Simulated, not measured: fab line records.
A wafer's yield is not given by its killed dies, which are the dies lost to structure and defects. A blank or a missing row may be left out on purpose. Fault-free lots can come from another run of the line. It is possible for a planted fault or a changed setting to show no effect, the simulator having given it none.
fab line records    flow n5Finfet
record lots=4  wafers=12  lastDay=17
route steps=1938 shown FIN_CUT@161 BEOL_M4@1111 PASSIVATION@1936
lots that met no fault: from a run of the same line without faults
startH: start of the lot's first displayed wafer, in hours after the record's first day    waitH: how many hours have passed since the lot's step before this one    " as in the row above    L1.1+2: a single row standing in for several wafers    - value missing, or start not given    * or withheld: withheld    < > ~ a bound
route shown NAME@n: names a module that has steps shown in the file, with the first one's number in the route    usual: mean/standard deviation of fault-free wafers    same: alike in all rows    chamber/n: place in a boat    sites: readings site by site    _std_site: how widely they spread, as a standard deviation    _edge_site: the outer-site mean with the inner-site mean subtracted    radiusMm: for every site, how far away it sits from the centre of the wafer    mask NAME#n: copy n    behind: the last tool/chamber to shape the wafer    hold: reason for holding the lot/hours on hold/outcome of the hold    device: which transistor (n, p or np) failed to switch    end of line: the route-end tests of the same wafers    a step with no rows: only its recipe    killed: at the first sort, the dies lost to defects and structure; wafer yield is something else    map: per-die view of a wafer (x killed, . not killed, _ where there is no die)
set.NAME: the setting the step ran with; set.NAME@STEP: the setting that earlier step ran with    model.NAME: the simulator's own value behind a step, which no gauge read
lots at selected steps of the route; one table per step, one row per wafer
services: the hour from which a tool's chamber was out of use, counted from the record's first day as startH (under 0 if before that day), plus the number of hours and why
## steps
# step N5_FIN_CUT_PEB_06
# recipe pebTempC=100  pebTimeS=60  resist=CAR-EUV
# step N5_FIN_CUT_DEVELOP_07
# recipe developTimeS=30  developer=TMAH  resist=CAR-EUV  rinseLiquid=surfactantRinse  dry=airSpin  devTempC=23
# step N5_FIN_CUT_DESCUM_13
# recipe chemistry=O2  timeS=7  sourcePowerW=50  biasPowerW=20  pressureMtorr=20  rfFrequencyHz=2.712e+07  tempC=40  resist=CAR-EUV  o2FlowSccm=225
# step N5_FIN_CUT_ETCH_30
# recipe chemistry=N2/H2  target=underlayer  targetDepthA=130  maskMaterial=CAR-EUV  timeS=10.4  ionEnergyEv=200  pressureMtorr=30  sourceW=840  biasW=150  n2FlowSccm=200  h2FlowSccm=200  ends=cleared
# step N5_FIN_CUT_ETCH_20
# recipe chemistry=CF4  target=SiARC  targetDepthA=260  maskMaterial=CAR-EUV  timeS=43.3  ionEnergyEv=80  pressureMtorr=40  sourceW=545  biasW=36  Ar_flow_sccm=100  cf4FlowSccm=100  ends=cleared
# step N5_FIN_CUT_ETCH_21
# recipe chemistry=N2/H2  target=SOC  targetDepthA=2190  overetchA=438  maskMaterial=SiARC  tempC=40  ionEnergyEv=100  biasW=61  timeS=523.5  pressureMtorr=30  sourceW=850  n2FlowSccm=200  h2FlowSccm=200
# step N5_FIN_CUT_STRIP_23
# recipe chemistry=N2/H2  tempC=40  n2FlowSccm=200  h2FlowSccm=200  rfFrequencyHz=6e+07
# step N5_FIN_CUT_STRIP_31
# recipe chemistry=N2/H2  tempC=40  n2FlowSccm=200  h2FlowSccm=200  rfFrequencyHz=6e+07
# step N5_FIN_CUT_STRIP_24
# recipe chemistry=CF4  resist=SiARC  powerW=300  biasPowerW=75  pressureMtorr=50  cf4FlowSccm=150  rfFrequencyHz=6e+07
# step N5_FIN_CUT_CUT_ETCH_26
# recipe chemistry=CH3F/O2  target=SiNx  targetDepthA=390  maskMaterial=SOC  timeS=55.7  pressureMtorr=30  sourceW=395  biasW=73  Ar_flow_sccm=150  CH3F_flow_sccm=30  O2_flow_sccm=20  ionEnergyEv=120
# usual CH3F_flow_sccm=30.02/0.09  O2_flow_sccm=20.00/0.059  drypumpMotorCurrentA=5.7/0.49  oesProductAu=0.79/0.096  rfVppV=298/11  showerheadPlenumPTorr=2.01/0.068  throttleValvePct=16.32/0.19
lot.wafer  tool        chamber  startH  waitH  CH3F_flow_sccm  O2_flow_sccm  drypumpMotorCurrentA  oesProductAu  rfHoursCounterH  rfVppV  showerheadPlenumPTorr  throttleValvePct  model.SOC_of_FIN_CUT_COAT_18.thkNm
L399.1     rieDiel-03  2        52.39   0.0    -               -             -                     -             -                -       -                      -                 230.8
L399.4     "           1        "       "      -               -             -                     -             -                -       -                      -                 230.6
L399.6     "           0        "       "      -               -             -                     -             -                -       -                      -                 230.4
L400.2     rieDiel-05  1        57.41   0.0    -               -             -                     -             -                -       -                      -                 229.4
L400.3     "           0        "       "      -               -             -                     -             -                -       -                      -                 229.6
L400.4     "           3        "       "      -               -             -                     -             -                -       -                      -                 229.6
L406.2     rieDiel-05  0        95.87   0.0    30.00           20.04         5.1                   0.71          165              279     1.91                   16.23             213.4
L406.4     "           2        "       "      29.95           19.94         5.0                   0.88          44               303     1.93                   16.19             212.2
L406.6     "           1        "       "      29.97           20.04         5.9                   0.66          -                298     2.06                   16.30             213.4
L415.1     rieDiel-05  2        148.12  0.0    29.92           19.99         5.1                   0.87          59               303     1.93                   16.21             212.2
L415.4     "           1        "       "      30.05           19.90         5.9                   0.66          238              298     2.06                   16.32             212.2
L415.5     "           0        "       "      30.01           19.92         5.1                   0.71          -                277     1.91                   16.27             211.8
# step N5_FIN_CUT_CUT_ETCH_27
# recipe chemistry=CHF3/O2  target=SiO2  targetDepthA=40  maskMaterial=SOC  overetchA=20  timeS=4.9  pressureMtorr=30  sourceW=650  biasW=170  Ar_flow_sccm=200  CHF3_flow_sccm=50  O2_flow_sccm=5  ionEnergyEv=200
# step N5_FIN_CUT_PRECLEAN_35
# recipe timeS=13.3  tempC=45  pressureTorr=125  pHfTorr=3  pCoreactantTorr=25  chemistry=vHF
# step N5_FIN_CUT_CUT_ETCH_15
# recipe chemistry=HBr/Cl2/O2  target=Si  targetDepthA=1000  btTimeS=10  maskMaterial=SOC  timeS=42.4  ionEnergyEv=*  biasW=*  pressureMtorr=10  icpW=800  HBr_flow_sccm=150  Cl2_flow_sccm=80  O2_flow_sccm=12
# step N5_FIN_CUT_CUT_ETCH_28
# recipe chemistry=HBr/Cl2/O2  target=Si  targetDepthA=60  maskMaterial=SOC  timeS=2.4  ionEnergyEv=*  biasW=*  pressureMtorr=10  icpW=800  HBr_flow_sccm=150  Cl2_flow_sccm=80  O2_flow_sccm=12
# usual HBr_flow_sccm=150.0/0.47  O2_flow_sccm=12.00/0.038  drypumpMotorCurrentA=5.9/0.38  oesProductAu=0.997/0.016  throttleValvePct=37.1/0.37
lot.wafer  tool      chamber  startH  waitH  HBr_flow_sccm  O2_flow_sccm  drypumpMotorCurrentA  oesProductAu  rfHoursCounterH  throttleValvePct  model.SOC_of_FIN_CUT_COAT_18.thkNm
L399.1     rieSi-04  1        52.64   0.0    149.1          12.09         5.9                   1.020         98               36.8              188.8
L399.4     "         3        "       "      149.6          11.97         5.7                   1.014         27               36.8              188
L399.6     "         3        "       "      149.8          12.00         5.7                   1.014         -                36.8              187
L400.2     rieSi-06  1        57.66   0.0    149.4          12.03         6.2                   1.010         192              37.0              185.6
L400.3     "         0        "       "      150.1          12.03         5.2                   1.024         36               37.2              186.4
L400.4     "         3        "       "      149.8          12.05         6.3                   0.991         124              36.8              185.2
L406.2     rieSi-06  3        96.38   0.0    150.5          11.97         6.3                   0.991         125              36.8              169.8
L406.4     "         1        "       "      149.3          11.99         6.1                   1.006         193              37.0              169
L406.6     "         1        "       "      149.4          11.99         6.1                   1.012         -                37.0              170
L415.1     rieSi-05  0        148.36  0.0    150.6          11.97         5.2                   0.990         4                37.2              168.2
L415.4     "         3        "       "      150.1          12.04         5.8                   0.974         158              37.9              170.4
L415.5     "         2        "       "      150.2          12.01         6.4                   0.989         -                37.2              167.2
# step N5_FIN_CUT_STRIP_22
# recipe chemistry=N2/H2  powerW=500  tempC=40  pressureMtorr=50  rfFrequencyHz=6e+07  overashFraction=0.3  biasPowerW=8  h2Frac=0.5  n2FlowSccm=300  h2FlowSccm=300
# step N5_BEOL_M4_RC_MEAS_101
# usual DIBL_N=37.2/2.5  DIBL_P=38/3  IOFF_N=0.17/0.044  IOFF_P=0.24/0.059  ION_N=667/13  ION_P=461/7.9  SS_N=71.8/0.86  SS_P=73.6/0.92  VT_N=250/4.1  VT_P=-249/3.9
lot.wafer  tool       chamber  startH  waitH  DIBL_N[mV/V]  DIBL_P[mV/V]  IOFF_N[nA/um]  IOFF_P[nA/um]  ION_N[uA/um]  ION_P[uA/um]  SS_N[mV/dec]  SS_P[mV/dec]  VT_N[mV]  VT_P[mV]
L406.2     prober-02  0        242.71  0.2    35.9          38            0.15           0.24           671           465           71.9          73.7          250       -249
L406.4     "          0        "       "      39.3          41            0.22           0.29           675           463           72.7          75.1          244       -248
L406.6     "          0        "       "      37.0          38            0.16           0.23           664           460           72.7          74.3          251       -250
L415.1     prober-01  0        290.74  0.0    39.6          40            0.22           0.31           688           469           72.0          74.3          244       -244
L415.4     "          0        "       "      39.8          42            0.22           0.36           683           472           72.2          74.0          246       -240
L415.5     "          0        "       "      35.1          35            0.12           0.22           648           456           71.3          72.8          252       -249
# step N5_PASSIVATION_PROBE_49
# usual killed_at_M0_to_M3=32/11  killed_at_M4_up=12/4.4  killedAtContacts=13/6.1  killedAtFrontEnd=39/12  killedAtOther=3.9/3  killedDies=100/17  killedOnRim=13/3.9  killedOpen=66/12  killedShort=33/7.4
# same grossDies=1180  killedAtBackSide=0
lot.wafer  tool       chamber  startH  waitH  killed_at_M0_to_M3  killed_at_M4_up  killedAtContacts  killedAtFrontEnd  killedAtOther  killedDies  killedOnRim  killedOpen  killedShort
L399.1     prober-02  -        309.93  0.0    23                  14               12                1127              4              1180        152          58          29
L399.4     prober-02  -        310.08  0.2    24                  25               9                 1116              6              1180        152          76          33
L399.6     prober-02  -        310.18  0.3    19                  18               11                1123              9              1180        152          67          39
L400.2     prober-02  -        324.87  0.1    43                  6                18                1111              2              1180        152          77          44
L400.3     prober-02  -        324.92  0.1    32                  7                12                1115              14             1180        152          65          41
L400.4     prober-02  -        324.97  0.2    49                  12               7                 1111              1              1180        152          69          33
L406.2     prober-01  -        347.97  0.1    42                  9                21                33                0              105         9            64          37
L406.4     prober-01  -        348.07  0.2    46                  13               25                18                0              102         16           71          30
L406.6     prober-01  -        348.17  0.3    52                  23               18                35                3              131         19           80          43
L415.1     prober-02  -        396.72  0.0    17                  16               13                14                5              65          12           50          15
L415.4     prober-02  -        396.87  0.2    19                  11               9                 43                0              82          10           56          24
L415.5     prober-02  -        396.92  0.2    22                  13               15                26                3              79          12           55          23
# killed by level:class
L399.1 FIN_CUT:areaEtch=1093 FIN_SAQP:geometricParticle:open=11 MOL_CONTACT_COAG:geometricParticle:open=10 BEOL_M4:geometricParticle:open=7 FIN_SAQP:geometricParticle:short=6 DUMMY_GATE:geometricParticle:open=6 GATE_CUT:geometricParticle:short=5 STI_FIN_REVEAL:geometricParticle:open=5
L399.4 FIN_CUT:areaEtch=1068 BEOL_M4:geometricParticle:open=15 FIN_SAQP:geometricParticle:open=14 STI_FIN_REVEAL:geometricParticle:open=8 BEOL_M0_SAQP:geometricParticle:open=8 FIN_SAQP:geometricParticle:short=6 BEOL_M0_SAQP:geometricParticle:short=6 MOL_CONTACT_COAG:geometricParticle:open=6
L399.6 FIN_CUT:areaEtch=1073 BEOL_M4:geometricParticle:open=12 FIN_SAQP:geometricParticle:open=11 MOL_CONTACT_COAG:geometricParticle:open=9 GATE_CUT:geometricParticle:short=7 PASS1_DEP:geometricParticle:short=7 FIN_SAQP:geometricParticle:short=6 STARTING-WAFER:geometricParticle:open=6
L400.2 FIN_CUT:areaEtch=1058 MOL_CONTACT_COAG:geometricParticle:open=15 FIN_SAQP:geometricParticle:open=11 FIN_SAQP:geometricParticle:short=10 BEOL_M0_SAQP:geometricParticle:open=10 BEOL_M0_SAQP:geometricParticle:short=9 BEOL_M2:geometricParticle:open=7 BEOL_M3:geometricParticle:open=6
L400.3 FIN_CUT:areaEtch=1072 BEOL_M0_SAQP:geometricParticle:short=10 MOL_CONTACT_COAG:geometricParticle:open=9 FIN_SAQP:geometricParticle:open=8 BEOL_M0_SAQP:geometricParticle:open=8 GATE_CUT:geometricParticle:short=7 MIM_TOP:geometricParticle:short=7 DUMMY_GATE:geometricParticle:open=6
L400.4 FIN_CUT:areaEtch=1078 BEOL_M0_SAQP:geometricParticle:open=11 BEOL_M3:geometricParticle:open=11 BEOL_M1:geometricParticle:open=10 BEOL_M0_SAQP:geometricParticle:short=8 FIN_SAQP:geometricParticle:open=6 STI_FIN_REVEAL:geometricParticle:open=5 STARTING-WAFER:geometricParticle:short=4
L406.2 MOL_CONTACT_COAG:geometricParticle:open=14 BEOL_M0_SAQP:geometricParticle:open=11 STI_FIN_REVEAL:geometricParticle:open=10 BEOL_M3:geometricParticle:open=9 MOL_CONTACT_COAG:geometricParticle:short=7 BEOL_M0_SAQP:geometricParticle:short=7 BEOL_M2:geometricParticle:open=7 STI_FIN_REVEAL:geometricParticle:short=4
L406.4 MOL_CONTACT_COAG:geometricParticle:open=19 BEOL_M0_SAQP:geometricParticle:short=14 STI_FIN_REVEAL:geometricParticle:open=10 BEOL_M0_SAQP:geometricParticle:open=9 BEOL_M2:geometricParticle:open=9 BEOL_M3:geometricParticle:open=8 BEOL_M4:geometricParticle:open=7 MOL_CONTACT_COAG:geometricParticle:short=6
L406.6 BEOL_M0_SAQP:geometricParticle:short=18 MOL_CONTACT_COAG:geometricParticle:open=15 BEOL_M4:geometricParticle:open=13 STI_FIN_REVEAL:geometricParticle:open=9 BEOL_M0_SAQP:geometricParticle:open=9 BEOL_M1:geometricParticle:open=8 BEOL_M2:geometricParticle:short=5 FIN_SAQP:geometricParticle:open=4
L415.1 MOL_CONTACT_COAG:geometricParticle:open=12 BEOL_M0_SAQP:geometricParticle:open=5 BEOL_M1:geometricParticle:open=4 BEOL_M3:geometricParticle:open=4 BEOL_M4:geometricParticle:open=4 GATE_CUT:geometricParticle:open=3 BEOL_M0_SAQP:geometricParticle:short=3 BEOL_M8:geometricParticle:open=3
L415.4 DUMMY_GATE:geometricParticle:open=11 GATE_CUT:geometricParticle:short=9 FIN_SAQP:geometricParticle:open=8 MOL_CONTACT_COAG:geometricParticle:open=7 BEOL_M0_SAQP:geometricParticle:open=5 BEOL_M3:geometricParticle:open=5 BEOL_M4:geometricParticle:open=4 STI_FIN_REVEAL:geometricParticle:open=3
L415.5 MOL_CONTACT_COAG:geometricParticle:open=15 STI_FIN_REVEAL:geometricParticle:open=8 DUMMY_GATE:geometricParticle:open=5 BEOL_M0_SAQP:geometricParticle:short=5 FIN_SAQP:geometricParticle:open=4 GATE_CUT:geometricParticle:short=4 BEOL_M0_SAQP:geometricParticle:open=4 BEOL_M4:geometricParticle:open=4
# map L399.1 (x killed, . not)
_________________xxxxxxxxxxxx________________
______________xxxxxxxxxxxxxxxxxx_____________
___________xxxxxxxxxxxxxxxxxxxxxxxx__________
__________xxxxxxxxxxxxxxxxxxxxxxxxxx_________
________xxxxxxxxxxxxxxxxxxxxxxxxxxxxxx_______
_______xxxxxxxxxxxxxxxxxxxxxxxxxxxxxxxx______
______xxxxxxxxxxxxxxxxxxxxxxxxxxxxxxxxxx_____
_____xxxxxxxxxxxxxxxxxxxxxxxxxxxxxxxxxxxx____
____xxxxxxxxxxxxxxxxxxxxxxxxxxxxxxxxxxxxxx___
___xxxxxxxxxxxxxxxxxxxxxxxxxxxxxxxxxxxxxxxx__
___xxxxxxxxxxxxxxxxxxxxxxxxxxxxxxxxxxxxxxxx__
__xxxxxxxxxxxxxxxxxxxxxxxxxxxxxxxxxxxxxxxxxx_
__xxxxxxxxxxxxxxxxxxxxxxxxxxxxxxxxxxxxxxxxxx_
_xxxxxxxxxxxxxxxxxxxxxxxxxxxxxxxxxxxxxxxxxxxx
_xxxxxxxxxxxxxxxxxxxxxxxxxxxxxxxxxxxxxxxxxxxx
_xxxxxxxxxxxxxxxxxxxxxxxxxxxxxxxxxxxxxxxxxxxx
_xxxxxxxxxxxxxxxxxxxxxxxxxxxxxxxxxxxxxxxxxxxx
_xxxxxxxxxxxxxxxxxxxxxxxxxxxxxxxxxxxxxxxxxxxx
_xxxxxxxxxxxxxxxxxxxxxxxxxxxxxxxxxxxxxxxxxxxx
_xxxxxxxxxxxxxxxxxxxxxxxxxxxxxxxxxxxxxxxxxxxx
_xxxxxxxxxxxxxxxxxxxxxxxxxxxxxxxxxxxxxxxxxxxx
__xxxxxxxxxxxxxxxxxxxxxxxxxxxxxxxxxxxxxxxxxx_
__xxxxxxxxxxxxxxxxxxxxxxxxxxxxxxxxxxxxxxxxxx_
___xxxxxxxxxxxxxxxxxxxxxxxxxxxxxxxxxxxxxxxx__
___xxxxxxxxxxxxxxxxxxxxxxxxxxxxxxxxxxxxxxxx__
____xxxxxxxxxxxxxxxxxxxxxxxxxxxxxxxxxxxxxx___
_____xxxxxxxxxxxxxxxxxxxxxxxxxxxxxxxxxxxx____
______xxxxxxxxxxxxxxxxxxxxxxxxxxxxxxxxxx_____
_______xxxxxxxxxxxxxxxxxxxxxxxxxxxxxxxx______
________xxxxxxxxxxxxxxxxxxxxxxxxxxxxxx_______
__________xxxxxxxxxxxxxxxxxxxxxxxxxx_________
___________xxxxxxxxxxxxxxxxxxxxxxxx__________
______________xxxxxxxxxxxxxxxxxx_____________
_________________xxxxxxxxxxxx________________
# map L400.2 (x killed, . not)
_________________xxxxxxxxxxxx________________
______________xxxxxxxxxxxxxxxxxx_____________
___________xxxxxxxxxxxxxxxxxxxxxxxx__________
__________xxxxxxxxxxxxxxxxxxxxxxxxxx_________
________xxxxxxxxxxxxxxxxxxxxxxxxxxxxxx_______
_______xxxxxxxxxxxxxxxxxxxxxxxxxxxxxxxx______
______xxxxxxxxxxxxxxxxxxxxxxxxxxxxxxxxxx_____
_____xxxxxxxxxxxxxxxxxxxxxxxxxxxxxxxxxxxx____
____xxxxxxxxxxxxxxxxxxxxxxxxxxxxxxxxxxxxxx___
___xxxxxxxxxxxxxxxxxxxxxxxxxxxxxxxxxxxxxxxx__
___xxxxxxxxxxxxxxxxxxxxxxxxxxxxxxxxxxxxxxxx__
__xxxxxxxxxxxxxxxxxxxxxxxxxxxxxxxxxxxxxxxxxx_
__xxxxxxxxxxxxxxxxxxxxxxxxxxxxxxxxxxxxxxxxxx_
_xxxxxxxxxxxxxxxxxxxxxxxxxxxxxxxxxxxxxxxxxxxx
_xxxxxxxxxxxxxxxxxxxxxxxxxxxxxxxxxxxxxxxxxxxx
_xxxxxxxxxxxxxxxxxxxxxxxxxxxxxxxxxxxxxxxxxxxx
_xxxxxxxxxxxxxxxxxxxxxxxxxxxxxxxxxxxxxxxxxxxx
_xxxxxxxxxxxxxxxxxxxxxxxxxxxxxxxxxxxxxxxxxxxx
_xxxxxxxxxxxxxxxxxxxxxxxxxxxxxxxxxxxxxxxxxxxx
_xxxxxxxxxxxxxxxxxxxxxxxxxxxxxxxxxxxxxxxxxxxx
_xxxxxxxxxxxxxxxxxxxxxxxxxxxxxxxxxxxxxxxxxxxx
__xxxxxxxxxxxxxxxxxxxxxxxxxxxxxxxxxxxxxxxxxx_
__xxxxxxxxxxxxxxxxxxxxxxxxxxxxxxxxxxxxxxxxxx_
___xxxxxxxxxxxxxxxxxxxxxxxxxxxxxxxxxxxxxxxx__
___xxxxxxxxxxxxxxxxxxxxxxxxxxxxxxxxxxxxxxxx__
____xxxxxxxxxxxxxxxxxxxxxxxxxxxxxxxxxxxxxx___
_____xxxxxxxxxxxxxxxxxxxxxxxxxxxxxxxxxxxx____
______xxxxxxxxxxxxxxxxxxxxxxxxxxxxxxxxxx_____
_______xxxxxxxxxxxxxxxxxxxxxxxxxxxxxxxx______
________xxxxxxxxxxxxxxxxxxxxxxxxxxxxxx_______
__________xxxxxxxxxxxxxxxxxxxxxxxxxx_________
___________xxxxxxxxxxxxxxxxxxxxxxxx__________
______________xxxxxxxxxxxxxxxxxx_____________
_________________xxxxxxxxxxxx________________
## services
tool        chamber  startH  hours  kind
rieDiel-03  3        45.74   -      clean
rieDiel-03  3        45.74   -      consumableReplace:focusRing
rieDiel-03  3        45.74   -      consumableReplace:showerhead
rieDiel-03  3        45.74   30.3   scheduledDown
rieDiel-03  3        45.74   30.3   ventCycle
rieDiel-05  2        52.48   3.9    repair
rieSi-06    0        74.82   4.1    repair
rieDiel-05  3        77.89   10.9   repair
rieDiel-03  0        77.97   4.1    repair
rieSi-04    1        91.15   37.1   repair
rieDiel-05  0        118.41  3.1    repair
rieDiel-03  -        134.45  2.8    pm
rieDiel-05  -        139.00  2.8    pm
## key
firstSign step=N5_FIN_CUT_CUT_ETCH_26  reading=toolRecord  direction=missing
effect step=N5_PASSIVATION_PROBE_49  reading=killedAtFrontEnd  direction=up  sigmas=92  usual=39  struck=1117
modelEffect step=N5_FIN_CUT_CUT_ETCH_26  value=SOC_of_FIN_CUT_COAT_18.thkNm  without=211.9  struck=230.1
modelEffect step=N5_FIN_CUT_CUT_ETCH_28  value=SOC_of_FIN_CUT_COAT_18.thkNm  without=168.6  struck=186.8
moreKillsBornAt N5_FIN_CUT_CUT_ETCH_26@rieDiel-03=3234  N5_FIN_CUT_CUT_ETCH_26@rieDiel-05=3205
metAt N5_FIN_CUT_CUT_ETCH_26
struckWafers L399.1,L399.4,L399.6,L400.2,L400.3,L400.4
laterRowsLeftOut L399.1,L399.4,L399.6,L400.2,L400.3,L400.4
testerLeftOut L399,L400
fault kind=skippedStepWhole  tool=rieDiel-03,rieDiel-05  chamber=-  onsetH=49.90  steps=N5_FIN_CUT_CUT_ETCH_26  scope=struckLotsOnly
# testerLeftOut: of these lots the tester's yield and bins aren't shown, on N5 and GAA mostly nor the transistor test; their killed dies are dies lost to structure and defects alone, not to doping, threshold or leakage, so they don't give the yield
# laterRowsLeftOut: the simulator's readings of these wafers behind a module that went badly wrong aren't trusted and aren't shown, but for the sort
